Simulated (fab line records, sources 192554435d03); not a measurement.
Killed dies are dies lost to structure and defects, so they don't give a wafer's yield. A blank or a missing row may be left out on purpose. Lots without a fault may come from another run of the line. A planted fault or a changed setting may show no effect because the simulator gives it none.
A struck lot beside a sound one | flow n5_finfet | 21 steps out of a route of 1938
Sound: wafers L243.1, L243.2, L243.5. Struck: wafers L250.2, L250.5, L250.6. The cause comes at the end.
At each step with rows: each side's tool, then ch and its chambers, then its first start. Under that, the readings that differ: sound wafers | struck wafers | difference of the means | sigmas: that difference in standard deviations of wafers without a fault.
alike: readings whose means differ by less than 2 such deviations, and words and numbers that are the same on both sides. not compared: withheld readings, readings that some wafer has no value for, bounds like >300 that may hide the same value, and numbers for which the record gives no deviation and whose values overlap.
The two part at a step that has a row with sigmas, a row that says differs or no value, or rows on one side only. Numbers that don't overlap but have no deviation are shown without sigmas and don't part them. A reading that every wafer of one side lacks parts them only if that side has two wafers or more.

N5_SD_EPI_P_SD_RECESS_17: chemistry HBr/Cl2/O2, target depth 39.1 nm, bt time 3 s.
  sound on rie_si-01 ch 1,2,3, day 5 04:49; struck on rie_si-03 ch 1,2, day 6 17:42
  alike: drypump_motor_current_A, he_backside_leak_sccm, oes_product_au, rf_fwd_power_W, throttle_valve_pct
  not compared: rf_hours_counter_h
then, 1 step without rows for these wafers: N5_SD_EPI_P_WET_ETCH_45 (etches SiO2 in dHF, time 10.7 s, target depth 2 nm, rinse time 30 s).
N5_SD_EPI_P_STRIP_40: strips in N2/H2.
  sound on plasma_asher-02 ch 0,1, day 5 04:58; struck on plasma_asher-01 ch 0,1, day 6 17:51
  alike: drypump_motor_current_A, heater_power_w, oes_product_au
  not compared: rf_hours_counter_h
then, 5 steps without rows for these wafers: N5_SD_EPI_P_PRECLEAN_52 (cleans in O3/DIW, time 60 s); N5_SD_EPI_P_SRD_20 (time 30 s); N5_SD_EPI_P_PRECLEAN_51 (cleans in NF3:NH3, afs cycles 1, time 20 s, sublimation time 60 s); N5_SD_EPI_P_VAPOR_ETCH_44 (etches SiGe30 in NF3/Ar, time 3.3 s); N5_SD_EPI_P_EPI_21 (deposits SiGe:B, time 355 s).
N5_SD_EPI_P_EPI_MEAS_23:
  sound on film_metro-01, day 5 07:41; struck on film_metro-02, day 6 21:24
  alike: thk_nm
then, 3 steps without rows for these wafers: N5_SD_EPI_P_HM_STRIP_48 (strips SiNx in H3PO4, material SiNx, target depth 3 nm); N5_SD_EPI_P_SRD_49 (time 30 s); N5_SD_EPI_P_PRECLEAN_24 (cleans in O3/DIW, time 45 s).
N5_SD_EPI_P_PRECLEAN_32: cleans in dHF, time 10 s.
  sound on wet_bench-01 ch 0,4,5, day 5 07:47; struck on wet_bench-03 ch 0,2,3, day 6 21:32
then, 2 steps without rows for these wafers: N5_SD_EPI_P_PRECLEAN_33 (cleans in SC2, time 45 s); N5_SD_EPI_P_SRD_25 (time 30 s).
N5_SD_EPI_P_INSPECT_26: inspects for defects (darkfield).
  sound on defect_inspect-01, day 5 07:51; struck on defect_inspect-01, day 6 21:35
  reading          | sound       | struck      | difference | sigmas
  raw_defect_count | 177 143 129 | 929 924 890 | +765       | +20
N5_SD_ACTIVATION_RTA_00: time 0 s.
  sound on rtp_anneal-01 ch 0, day 5 08:04; struck on rtp_anneal-01 ch 0, day 6 21:38
  alike: lamp_power_pct, lamp_zone_5_pct, lamp_zone_6_pct, lamp_zone_7_pct, wafer_temp_C_max
N5_SD_ACTIVATION_LSA_01: time 0.0008 s.
  sound on laser_anneal-02 ch 0, day 5 08:16; struck on laser_anneal-01 ch 0, day 6 21:50
  alike: wafer_temp_C_max
N5_SD_ACTIVATION_INSPECT_02: inspects for defects (darkfield).
  sound on defect_inspect-01, day 5 08:48; struck on defect_inspect-02, day 6 22:20
  reading          | sound       | struck      | difference | sigmas
  raw_defect_count | 168 144 129 | 926 935 890 | +770       | +21
N5_ILD0_LINER_00: material SiNx, target thk 4 nm, pulse time 1 s, purge time 2 s.
  sound on ald_sin-01 ch 1,2,3, day 5 08:55; struck on ald_sin-04 ch 0,3, day 6 22:23
  alike: heater_power_w, precursor_pulse_height_rel
  not compared: since_wet_clean_h
-- the record jumps here: 10 days lie between the struck wafers' starts before and after (it left off in module ILD0 and takes up again in module PASSIVATION, whose first step shown is number 1936 of the route) --
N5_PASSIVATION_PROBE_49:
  sound on prober-02, day 14 08:10; struck on prober-02, day 16 20:56
  reading             | sound   | struck      | difference | sigmas
  killed_at_front_end | 39 41   | 167 177 173 | +132       | +12
  killed_dies         | 129 120 | 238 251 240 | +118       | +7
  alike: killed_at_M0_to_M3, killed_at_M4_up, killed_at_contacts, killed_at_other, killed_open, killed_short

WHERE THEY PART
First at N5_SD_EPI_P_INSPECT_26; last, within this record, at N5_PASSIVATION_PROBE_49.

WHY: what the simulator had put in
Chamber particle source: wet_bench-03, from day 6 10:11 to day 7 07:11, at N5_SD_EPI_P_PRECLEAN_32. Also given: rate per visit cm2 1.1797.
